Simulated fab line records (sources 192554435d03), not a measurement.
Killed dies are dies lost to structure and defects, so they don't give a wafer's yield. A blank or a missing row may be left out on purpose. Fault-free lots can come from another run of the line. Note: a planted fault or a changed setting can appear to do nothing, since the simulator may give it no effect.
Chamber matching -- flow n5-finfet -- N5_BEOL_M6_ETCH_62 on rie-diel-02 has 4 sister chambers
The step etches SOC in N2/H2, target depth 110 nm, overetch 22 nm, time 165 s. 8 wafers are shown with their chamber, then 12 later ones without.

## WAFERS, EACH WITH ITS CHAMBER
wafer,chamber,showerhead-plenum-p-Torr (Torr),drypump-motor-current-A (A)
L080.1,0,2.52,5.2
L084.4,3,2.65,5.9
L084.6,3,2.65,5.9
L085.2,1,2.41,6.2
L085.3,0,2.51,5.2
L088.1,1,2.41,6.1
L088.3,2,2.48,5.7
L088.6,2,2.48,5.7

## WAFERS MISSING THEIR CHAMBER
wafer,showerhead-plenum-p-Torr (Torr),drypump-motor-current-A (A)
L093.2,2.51,5.3
L093.4,2.65,5.9
L093.5,2.41,6.1
L092.1,2.50,5.2
L092.2,2.47,5.7
L092.5,2.64,5.9
L095.2,2.64,5.9
L095.3,2.47,5.7
L095.5,2.47,5.7
L097.2,2.47,5.7
L097.3,2.40,6.1
L097.5,2.50,5.2

## THE CHAMBER EACH PASSED THROUGH
wafer,from the rows above,in truth
L093.2,0,0
L093.4,3,3
L093.5,1,1
L092.1,0,0
L092.2,2,2
L092.5,3,3
L095.2,3,3
L095.3,2,2
L095.5,2,2
L097.2,2,2
L097.3,1,1
L097.5,0,0
12 of 12 placed correctly. Number that these rows cannot place: 0. Placed wrongly: 0.
How it was worked out, from the rows above alone: a wafer's distance from a chamber is the root of the sum, over the readings, of the square of ((its reading less the chamber's mean) divided by the reading's scatter). The wafer belongs to the nearest chamber; if the next one is less than 2 further off, it can't be placed. A chamber's mean is the mean of its shown wafers. The scatter is the square root of a quotient: the sum, over the shown wafers, of each reading's squared deviation from its chamber's mean, divided by wafers minus chambers.
